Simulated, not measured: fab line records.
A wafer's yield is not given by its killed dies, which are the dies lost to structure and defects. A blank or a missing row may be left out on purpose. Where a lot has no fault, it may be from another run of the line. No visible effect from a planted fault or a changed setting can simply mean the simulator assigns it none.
Matching of chambers    flow n5-finfet    4 sister chambers for N5_MOL_CONTACT_COAG_ETCH_89 on rie-diel-05
The step etches underlayer in N2/H2, target depth 13 nm, time 10.4 s. 4 wafers are shown with their chamber, then 8 later ones without.

## WAFERS PAIRED WITH THEIR CHAMBERS
wafer   chamber  throttle-valve-pct (%)
L081.6  1        17.4
L084.5  0        17.8
L084.6  3        17.7
L088.2  2        18.4

## WAFERS WHOSE CHAMBER IS MISSING
wafer   throttle-valve-pct (%)
L088.5  17.7
L088.6  17.8
L090.1  17.8
L090.3  17.8
L090.5  18.3
L092.3  18.4
L092.5  17.5
L092.6  17.8

## WHICH CHAMBER EACH WENT THROUGH
wafer    from the rows above       in truth
L088.5   3                         3
L088.6   0                         0
L090.1   0                         0
L090.3   0                         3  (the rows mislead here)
L090.5   2                         2
L092.3   2                         2
L092.5   can't be placed: 1 or 3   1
L092.6   0                         0
Placed correctly: 6 of 8. Cannot be placed on the basis of these rows: 1; the candidates contain the true chamber in 1. Wrongly placed: 1.
How it was worked out, from the rows above alone: a wafer's distance from a chamber is the root of the sum, over the readings, of the square of ((its reading less the chamber's mean) divided by the reading's scatter). If the next closest chamber is less than 2 further off than the closest, the wafer can't be placed; otherwise it belongs to the closest. Each chamber's mean is taken over the wafers shown for it. The scatter: root of mean squared gap, hidden wafer to nearest shown wafer, with one shown wafer a chamber.
